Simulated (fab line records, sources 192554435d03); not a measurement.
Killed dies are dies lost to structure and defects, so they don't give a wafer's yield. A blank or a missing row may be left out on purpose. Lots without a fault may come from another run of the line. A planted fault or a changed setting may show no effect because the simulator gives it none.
fab line records | flow n5_finfet
record lots=3 wafers=9 last_day=16
route steps=1938 shown HKMG_FIN@409 BEOL_M4@1111 PASSIVATION@1936
lots that met no fault: from a run of the same line without faults
start_h: hours from the record's first day to the start of the lot's first wafer shown | wait_h: hours since the lot's step before | " the same as in the row above | L1.1+2: a row that stands for several wafers | - no value, or no start given | * or withheld: withheld | < > ~ a bound
route shown NAME@n: a module of which the file shows steps, and the number in the route of the first | usual: mean/standard deviation of fault-free wafers | same: alike in all rows | chamber/n: place in a boat | sites: the reading at each site | _std_site: their standard deviation | _edge_site: outer sites' mean less inner sites' | radius_mm: how far each site lies from the wafer's centre | mask NAME#n: copy n | behind: the tool/chamber that last shaped the wafer | hold: why the lot was held/for how many hours/how that ended | device: the transistor (n, p or np) that didn't switch | end of line: the same wafers' tests at the end of the route | a step without rows: its recipe alone | killed: dies lost to structure and defects at the first sort, not the wafer's yield | map: a wafer's dies, x killed, . not, _ none there
set.NAME: the setting as run; set.NAME@STEP: as run at that earlier step | model.NAME: the simulator's own value behind a step, which no gauge read
lots at some steps of the route; a table a step, a row a wafer
services: from which hour (start_h, from the record's first day; less than 0 if before it) a tool's chamber was out of use, for how many hours, and why
## steps
# step N5_HKMG_FIN_STRIP_60
# recipe chemistry=N2/H2 power_w=2500 temp_c=300 h2_frac=0.65 time_s=360 pressure_mtorr=withheld n2_flow_sccm=1750 h2_flow_sccm=3250
# step N5_HKMG_FIN_WET_ETCH_77
# recipe chemistry=dHCl mix=1:10000 temp_c=25 target=La2O3 stop_on=HfO2 target_depth_nm=2
# step N5_HKMG_FIN_WET_ETCH_78
# recipe chemistry=dNH4OH mix=1:50 temp_c=25 target=Al2O3 stop_on=La2O3 target_depth_nm=4.5 dry=ipa_marangoni rinse_time_s=30 rinse_temp_c=23
# step N5_HKMG_FIN_ALD_79
# recipe material=TiN target_thk_a=15 temp_c=400 ald_precursor_family=TiCl4 ald_co_reactant=NH3 pulse_time_s=1 purge_time_s=3 co_reactant_purge_time_s=2 co_reactant_pulse_time_s=2 ald_cycles=68 pressure_torr=3
# step N5_HKMG_FIN_CVD_62
# recipe material=a-Si target_thk_a=30 temp_c=500 precursor=Si2H6 pressure_torr=1 time_s=20.8
# step N5_HKMG_FIN_RTA_80
# recipe temp_c=withheld time_s=2 ambient=N2 idle_temp_c=600 ramp_up_c_per_s=150 ramp_down_c_per_s=60 cool_to_c=600
# step N5_HKMG_FIN_PRECLEAN_64
# recipe chemistry=dHF time_s=30 temp_c=25 dilution=withheld
# step N5_HKMG_FIN_WET_ETCH_65
# recipe chemistry=TMAH temp_c=70 conc_wt_pct=5 target=a-Si stop_on=TiN time_s=49 target_depth_nm=3
# step N5_HKMG_FIN_WET_ETCH_81
# recipe chemistry=SC1 target=TiN stop_on=HfO2 mix=1:1:5 temp_c=60 time_s=57 target_depth_nm=6
# step N5_HKMG_FIN_WET_ETCH_82
# recipe chemistry=dHCl mix=1:10000 temp_c=25 target=La2O3 stop_on=HfO2 target_depth_nm=2 dry=ipa_marangoni rinse_time_s=30 rinse_temp_c=23
# step N5_HKMG_FIN_ALD_36
# recipe material=TiN target_thk_a=10 temp_c=400 ald_precursor_family=TiCl4 ald_co_reactant=NH3 pulse_time_s=1 purge_time_s=3 co_reactant_purge_time_s=2 co_reactant_pulse_time_s=2 ald_cycles=47 pressure_torr=3
# step N5_HKMG_FIN_PWFM_ALD_03
# recipe material=TiN target_thk_a=20 temp_c=400 ald_precursor_family=TiCl4 ald_co_reactant=NH3 pulse_time_s=1 purge_time_s=3 co_reactant_purge_time_s=2 co_reactant_pulse_time_s=2 ald_cycles=91 pressure_torr=3
# usual ald_cycles=91/0 heater_power_w=905/100 precursor_pulse_height_rel=0.999/0.021
# columns lot.wafer tool chamber start_h wait_h ald_cycles heater_power_w precursor_pulse_height_rel model.TiN_of_HKMG_FIN_PWFM_ALD_03.thk_nm
L273.1 ald_metal-01 2 102.36 0.0 46 726 1.027 1
L273.3 " 0 " " 91 853 0.999 2
L273.6 " 0 " " 91 847 1.014 2
L282.1 ald_metal-03 1 161.77 0.0 91 1013 1.020 2
L282.4 " 0 " " 91 889 1.043 2
L282.6 " 3 " " 91 803 1.011 2
L289.1 ald_metal-01 1 201.31 0.0 91 1086 0.995 2
L289.2 " 0 " " 91 843 0.983 2
L289.6 " 3 " " 91 892 1.006 2
# step N5_HKMG_FIN_COAT_29
# recipe resist=SOC temp_c=250 time_s=60 spin_rpm=1500 resist_thk_nm=300
# step N5_HKMG_FIN_COAT_30
# recipe resist=SiARC temp_c=220 time_s=60 spin_rpm=1500 resist_thk_nm=35
# step N5_HKMG_FIN_COAT_06
# recipe resist=CAR-ArF spin_rpm=1500 resist_thk_nm=90
# step N5_HKMG_FIN_EBR_08
# recipe solvent=PGMEA ebr_width_mm=1.5
# step N5_HKMG_FIN_SOFTBAKE_07
# recipe temp_c=110 time_s=60 resist=CAR-ArF
# step N5_HKMG_FIN_EXPOSE_09
# recipe mask_id=NWFM na=1.35 source_shape=conventional sigma_outer=0.8 polarization=unpolarized dose_mj=39.25
# step N5_HKMG_FIN_PEB_10
# recipe peb_temp_c=withheld peb_time_s=60 resist=CAR-ArF
# step N5_HKMG_FIN_DEVELOP_11
# recipe develop_time_s=30 developer=TMAH resist=CAR-ArF dev_temp_c=23 rinse_liquid=diw dry=air_spin
# step N5_HKMG_FIN_DESCUM_17
# recipe chemistry=O2 time_s=7.9 source_power_w=50 bias_power_w=20 pressure_mtorr=20 rf_frequency_hz=2.712e+07 temp_c=40 resist=CAR-ArF o2_flow_sccm=225
# step N5_HKMG_FIN_ETCH_31
# recipe chemistry=CF4 target=SiARC target_depth_a=455 mask_material=CAR-ArF time_s=75.8 ion_energy_ev=80 pressure_mtorr=40 source_w=545 bias_w=36 Ar_flow_sccm=100 cf4_flow_sccm=100 ends=cleared
# step N5_HKMG_FIN_ETCH_32
# recipe chemistry=N2/H2 target=SOC target_depth_a=2400 temp_c=40 time_s=300 ion_energy_ev=200 mask_material=SiARC pressure_mtorr=30 source_w=840 bias_w=150 n2_flow_sccm=200 h2_flow_sccm=200
# step N5_HKMG_FIN_STRIP_33
# recipe chemistry=N2/H2 temp_c=40 n2_flow_sccm=200 h2_flow_sccm=200 rf_frequency_hz=6e+07
# step N5_HKMG_FIN_STRIP_34
# recipe chemistry=CF4 resist=SiARC power_w=300 bias_power_w=75 pressure_mtorr=50 cf4_flow_sccm=150 rf_frequency_hz=6e+07
# step N5_HKMG_FIN_ETCH_35
# recipe chemistry=N2/H2 target=SOC target_depth_a=2158 ion_energy_ev=65 bias_w=5 source_w=3000 time_s=243.4 pressure_mtorr=30 n2_flow_sccm=200 h2_flow_sccm=200
# step N5_HKMG_FIN_STRIP_92
# recipe chemistry=N2/H2 material=SOC time_s=20 power_w=500 temp_c=40 pressure_mtorr=50 rf_frequency_hz=6e+07 bias_power_w=8 h2_frac=0.5 n2_flow_sccm=300 h2_flow_sccm=300
# step N5_HKMG_FIN_WET_ETCH_18
# recipe chemistry=SC1 target=TiN mix=1:1:5 temp_c=* time_s=55 target_depth_nm=5.2 dry=ipa_marangoni rinse_time_s=30 rinse_temp_c=23
# step N5_HKMG_FIN_STRIP_19
# recipe chemistry=N2/H2 power_w=2500 temp_c=300 h2_frac=0.65 time_s=360 pressure_mtorr=withheld n2_flow_sccm=1750 h2_flow_sccm=3250
# step N5_HKMG_FIN_ALD_91
# recipe material=TiN target_thk_a=10 temp_c=400 ald_precursor_family=TiCl4 ald_co_reactant=NH3 pulse_time_s=1 purge_time_s=3 co_reactant_purge_time_s=2 co_reactant_pulse_time_s=2 ald_cycles=47 pressure_torr=3
# step N5_HKMG_FIN_COAT_85
# recipe resist=SOC temp_c=250 time_s=60 spin_rpm=1500 resist_thk_nm=300
# step N5_HKMG_FIN_ETCH_86
# recipe chemistry=N2/H2 target=SOC target_depth_a=3932 stop_on=TiN ion_energy_ev=100 bias_w=61 pressure_mtorr=30 source_w=850 n2_flow_sccm=200 h2_flow_sccm=200
# step N5_HKMG_FIN_STRIP_89
# recipe chemistry=N2/H2 material=SOC time_s=20 power_w=500 temp_c=40 pressure_mtorr=50 rf_frequency_hz=6e+07 bias_power_w=8 h2_frac=0.5 n2_flow_sccm=300 h2_flow_sccm=300
# step N5_HKMG_FIN_WET_ETCH_87
# recipe chemistry=SC1 target=TiN mix=1:2:40 temp_c=50 time_s=154.2 target_depth_nm=4.7 dry=ipa_marangoni rinse_time_s=30 rinse_temp_c=23
# step N5_HKMG_FIN_STRIP_88
# recipe chemistry=N2/H2 power_w=2500 temp_c=300 h2_frac=0.65 time_s=360 pressure_mtorr=withheld n2_flow_sccm=1750 h2_flow_sccm=3250
# step N5_HKMG_FIN_NWFM_ALD_20
# recipe material=TiAlC target_thk_a=20 temp_c=300 ald_precursor_family=TiCl4 ald_co_reactant=TEA pulse_time_s=3 purge_time_s=2 co_reactant_purge_time_s=2 co_reactant_pulse_time_s=10 ald_cycles=7 pressure_torr=3
# step N5_HKMG_FIN_ALD_71
# recipe material=TiN target_thk_a=10 temp_c=400 ald_precursor_family=TiCl4 ald_co_reactant=NH3 pulse_time_s=1 purge_time_s=3 co_reactant_purge_time_s=2 co_reactant_pulse_time_s=2 ald_cycles=47 pressure_torr=3
# step N5_HKMG_FIN_COAT_66
# recipe resist=SOC temp_c=250 time_s=60 spin_rpm=1500 resist_thk_nm=300
# step N5_BEOL_M4_RC_MEAS_101
# usual DIBL_N=36.4/1.3 DIBL_P=36.5/1.7 IOFF_N=0.154/0.022 IOFF_P=0.202/0.025 IOFF_P_85C=3.5/0.35 IOFF_P_LIN=0.095/0.0097 IOFF_P_LONG=0.000101/8.8e-06 ION_N=671/9.8 ION_P=460/6.8 SS_N=71.6/0.54 SS_P=73.4/0.58 VT_N=250.9/2.8 VT_P=-251.4/2.7 VT_P_LONG=-277/3.1 VT_P_LVT=-100.2/2.7
# columns lot.wafer tool chamber start_h wait_h DIBL_N[mV/V] DIBL_P[mV/V] IOFF_N[nA/um] IOFF_P[nA/um] IOFF_P_85C[nA/um] IOFF_P_LIN[nA/um] IOFF_P_LONG[nA/um] ION_N[uA/um] ION_P[uA/um] SS_N[mV/dec] SS_P[mV/dec] VT_N[mV] VT_P[mV] VT_P_LONG[mV] VT_P_LVT[mV]
L273.1 prober-02 0 194.30 0.0 35.8 36.5 0.143 0.042 0.9 0.021 5e-05 672 399 71.7 73.2 252.8 -295.1 -317 -143.8
L273.3 " 0 " " 38.1 39.0 0.183 0.240 4.0 0.110 0.000105 677 465 72.5 73.4 246.3 -250.3 -276 -99.1
L273.6 " 0 " " 36.5 37.6 0.154 0.214 3.6 0.101 0.000104 682 471 71.0 72.7 251.1 -248.0 -275 -101.2
L282.1 prober-02 0 261.41 0.0 35.9 35.8 0.158 0.198 3.5 0.095 0.000108 677 467 72.0 74.0 248.8 -247.8 -273 -95.7
L282.4 " 0 " " 36.6 37.2 0.176 0.216 3.8 0.099 0.000114 679 461 72.1 73.8 249.0 -251.8 -275 -96.7
L282.6 " 0 " " 35.4 35.5 0.147 0.183 3.3 0.089 0.000112 678 469 71.9 73.9 250.8 -252.8 -271 -98.5
L289.1 prober-02 0 287.30 0.0 36.3 38.6 0.164 0.216 3.7 0.104 9.6e-05 668 460 72.2 73.7 250.2 -250.6 -280 -101.0
L289.2 " 0 " " 36.8 39.9 0.183 0.232 3.9 0.108 9.5e-05 689 467 72.2 74.2 248.2 -252.3 -280 -100.6
L289.6 " 0 " " 37.6 40.3 0.190 0.243 4.0 0.113 9.8e-05 678 461 71.9 74.7 247.6 -248.9 -280 -99.0
# step N5_PASSIVATION_PROBE_49
# usual defect_limited_yield=91.1/1.3 killed_at_M0_to_M3=34/10 killed_at_M4_up=14/5.7 killed_at_contacts=12/5.9 killed_at_front_end=41/12 killed_at_other=4/3.1 killed_dies=105/15 killed_open=69/11 killed_short=35/7.8 sort_bin_5_function=5.3/0.81 sort_bin_6_memory=3.3/0.75 sort_bin_8_speed=0.00/0.007 sort_n_pass=1075/15 sort_yield_pct=91.1/1.3
# same gross_dies=1180 killed_at_back_side=0 sort_bin_4_leakage[%]=0
# columns lot.wafer tool chamber start_h wait_h defect_limited_yield[%] killed_at_M0_to_M3 killed_at_M4_up killed_at_contacts killed_at_front_end killed_at_other killed_dies killed_open killed_short sort_bin_5_function[%] sort_bin_6_memory[%] sort_bin_8_speed[%] sort_n_pass sort_yield_pct[%]
L273.1 prober-01 - 317.93 0.7 91.3 26 15 9 52 1 103 70 30 5.4 3.1 91.27 0 0
L273.3 prober-01 - 318.03 0.8 91.6 30 13 8 45 3 99 61 36 4.4 3.2 0 1081 91.6
L273.6 prober-01 - 318.18 1.0 91.0 30 15 22 38 1 106 72 34 5.6 3.1 0 1074 91.0
L282.1 prober-01 - 364.17 0.0 89.8 37 21 20 35 7 120 81 37 5.8 3.7 0 1060 89.8
L282.4 prober-01 - 364.32 0.2 90.3 25 20 15 54 1 115 69 45 5.8 3.3 0 1065 90.3
L282.6 prober-01 - 364.42 0.3 90.8 18 35 19 30 6 108 69 36 4.7 3.7 0 1072 90.8
L289.1 prober-01 - 391.90 0.0 89.8 26 25 10 47 12 120 84 34 4.6 5.6 0 1060 89.8
L289.2 prober-01 - 391.95 0.1 89.2 34 22 25 43 3 127 89 37 6.2 3.9 0 1053 89.2
L289.6 prober-01 - 392.15 0.3 91.2 42 17 1 36 8 104 71 31 5.3 3.4 0 1076 91.2
# killed by level:class
L273.1 STI_FIN_REVEAL:geometric_particle:open=17 FIN_SAQP:geometric_particle:open=12 BEOL_M0_SAQP:geometric_particle:open=10 FIN_SAQP:geometric_particle:short=7 MOL_CONTACT_COAG:geometric_particle:open=6 BEOL_M0_SAQP:geometric_particle:short=6 BEOL_M2:geometric_particle:open=6 STI_FIN_REVEAL:geometric_particle:short=5
L273.3 FIN_SAQP:geometric_particle:short=11 STI_FIN_REVEAL:geometric_particle:open=8 FIN_SAQP:geometric_particle:open=7 MOL_CONTACT_COAG:geometric_particle:open=7 BEOL_M0_SAQP:geometric_particle:open=5 BEOL_M0_SAQP:geometric_particle:short=5 BEOL_M2:geometric_particle:open=5 BEOL_M4:geometric_particle:open=5
L273.6 MOL_CONTACT_COAG:geometric_particle:open=15 STI_FIN_REVEAL:geometric_particle:open=9 BEOL_M0_SAQP:geometric_particle:open=8 BEOL_M4:geometric_particle:open=8 FIN_SAQP:geometric_particle:open=7 MOL_CONTACT_COAG:geometric_particle:short=7 BEOL_M2:geometric_particle:open=6 STI_FIN_REVEAL:geometric_particle:short=4
L282.1 MOL_CONTACT_COAG:geometric_particle:open=16 STI_FIN_REVEAL:geometric_particle:open=11 BEOL_M4:geometric_particle:open=11 BEOL_M0_SAQP:geometric_particle:open=9 BEOL_M1:geometric_particle:open=8 BEOL_M3:geometric_particle:open=6 GATE_CUT:geometric_particle:short=5 BEOL_M0_SAQP:geometric_particle:short=5
L282.4 MOL_CONTACT_COAG:geometric_particle:open=12 BEOL_M0_SAQP:geometric_particle:open=10 ILD0:geometric_particle:short=8 BEOL_M4:geometric_particle:open=8 STI_FIN_REVEAL:geometric_particle:open=7 GATE_CUT:geometric_particle:short=6 GATE_CUT:geometric_particle:open=6 FIN_SAQP:geometric_particle:open=5
L282.6 BEOL_M4:geometric_particle:open=21 MOL_CONTACT_COAG:geometric_particle:open=17 STI_FIN_REVEAL:geometric_particle:open=7 GATE_CUT:geometric_particle:short=6 BEOL_M2:geometric_particle:short=6 BEOL_M0:geometric_particle:short=4 BEOL_M1:geometric_particle:open=4 BEOL_M4:geometric_particle:short=3
L289.1 BEOL_M0_SAQP:geometric_particle:open=11 BEOL_M4:geometric_particle:open=10 STI_FIN_REVEAL:geometric_particle:open=9 FIN_SAQP:geometric_particle:short=6 FIN_SAQP:geometric_particle:open=6 MOL_CONTACT_COAG:geometric_particle:open=6 BEOL_M3:geometric_particle:open=6 MIM_TOP_ETCH:geometric_particle:short=6
L289.2 MOL_CONTACT_COAG:geometric_particle:open=22 BEOL_M0_SAQP:geometric_particle:short=12 BEOL_M0_SAQP:geometric_particle:open=11 FIN_SAQP:geometric_particle:open=9 STI_FIN_REVEAL:geometric_particle:open=8 BEOL_M4:geometric_particle:open=8 BEOL_M5:geometric_particle:open=5 DUMMY_GATE:geometric_particle:open=4
L289.6 BEOL_M0_SAQP:geometric_particle:short=15 STI_FIN_REVEAL:geometric_particle:open=12 BEOL_M2:geometric_particle:open=10 BEOL_M0_SAQP:geometric_particle:open=9 FIN_SAQP:geometric_particle:open=8 BEOL_M4:geometric_particle:open=7 MIM_TOP_ETCH:geometric_particle:short=4 BEOL_M5:geometric_particle:open=4
# map L273.6 (x killed, . not)
_________________............________________
______________...x......x..x...._____________
___________.x.x....................__________
__________.........................._________
________xx.........x..............x..._______
_______......x.........................______
______....x.......................x..x.._____
_____...............x....................____
____.......x....x.......................x.___
___.................x.......xx...........x.__
___.x.xx......x...........................x__
__.x......x.........x............x.xx......._
__..........x............x...x...x.........x_
_x...xx...x.....x......x.........x...........
_.x...........x...x.............x.x........x.
_.......x..x.xx....xx......................x.
_....x....xx........................x........
_..............x..................x..........
_..x.....................x...................
_............x..........xx.....x.............
_............x...............x.x............x
__..............x....x.......x.............._
__........x..xx............................._
___.............x................x.........__
___..x.........................x...........__
____...................x..................___
_____........x................x.........x____
______.....x.........x.................._____
_______............x.......x...x..x.x..______
________............x..x.............._______
__________x.......x..............x.._________
___________x.x.............xx......__________
______________.x..............x._____________
_________________...x........________________
# map L289.2 (x killed, . not)
_________________.x........x.________________
______________.......x.........._____________
___________...........x............__________
__________......x.x......x....x.x..._________
________..xx....xx....x..............._______
_______.....x..........x..x..x.........______
______.........x...............x.x......_____
_____..x......x..........x...............____
____..x......x.....x.........x....x..x....___
___.....x...........x....x......xx.x.......__
___..................x...x........x........__
__x..............x..x.......x....x.........._
__x.......x..............x.............x...._
_..............x.x.......x...x...............
_.........................x..x....x..........
_.x...........x...............x..............
_..........x....x.....................x......
_.........x........x...............x.........
_..x...........x..x........x..x........x...x.
_...x........x................x.............x
_......x.x.........x.....x...........x.......
__....x.x.......xx........x................._
__........x.......x.x.................xx...._
___.....x......x...x.x.....................__
___...........x..........x..x..............__
____.......x...x.....x......x........x....___
_____..xx.x..........x..............x....____
______.....x........x........x.........._____
_______x...xx..................xx......______
________.........x.........x.........._______
__________....xxx......x....xx......_________
___________.x...........x..........__________
______________.................x_____________
_________________....x.......________________
## services
# columns tool chamber start_h hours kind
ald_metal-01 3 85.92 15.1 repair
## key
first_sign step=N5_HKMG_FIN_PWFM_ALD_03 reading=ald_cycles direction=down sigmas=99+ usual=* struck=*
effect step=N5_BEOL_M4_RC_MEAS_101 reading=VT_P direction=down sigmas=16 usual=-251.4 struck=-295.1
effect step=N5_BEOL_M4_RC_MEAS_101 reading=VT_P_LVT direction=down sigmas=16 usual=-100.2 struck=-143.8
effect step=N5_BEOL_M4_RC_MEAS_101 reading=VT_P_LONG direction=down sigmas=13 usual=-277 struck=-317
effect step=N5_BEOL_M4_RC_MEAS_101 reading=ION_P direction=down sigmas=8.9 usual=460 struck=399
effect step=N5_BEOL_M4_RC_MEAS_101 reading=IOFF_P_LIN direction=down sigmas=7.8 usual=0.095 struck=0.021
effect step=N5_BEOL_M4_RC_MEAS_101 reading=IOFF_P_85C direction=down sigmas=7.5 usual=3.5 struck=0.9
effect step=N5_BEOL_M4_RC_MEAS_101 reading=IOFF_P direction=down sigmas=6.4 usual=0.202 struck=0.042
effect step=N5_BEOL_M4_RC_MEAS_101 reading=IOFF_P_LONG direction=down sigmas=5.9 usual=0.000101 struck=5e-05
effect step=N5_PASSIVATION_PROBE_49 reading=sort_bin_8_speed direction=up sigmas=99+ usual=0.00 struck=91.27
model_effect step=N5_HKMG_FIN_PWFM_ALD_03 value=TiN_of_HKMG_FIN_PWFM_ALD_03.thk_nm without=2 struck=1
met_at N5_HKMG_FIN_PWFM_ALD_03
struck_wafers L273.1
fault kind=process_parameter_drift tool=ald_metal-01 chamber=2 onset_h=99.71 steps=N5_HKMG_FIN_PWFM_ALD_03 channel=ald_cycles offset=* shape=step end_h=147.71 acts_in=* stated=*
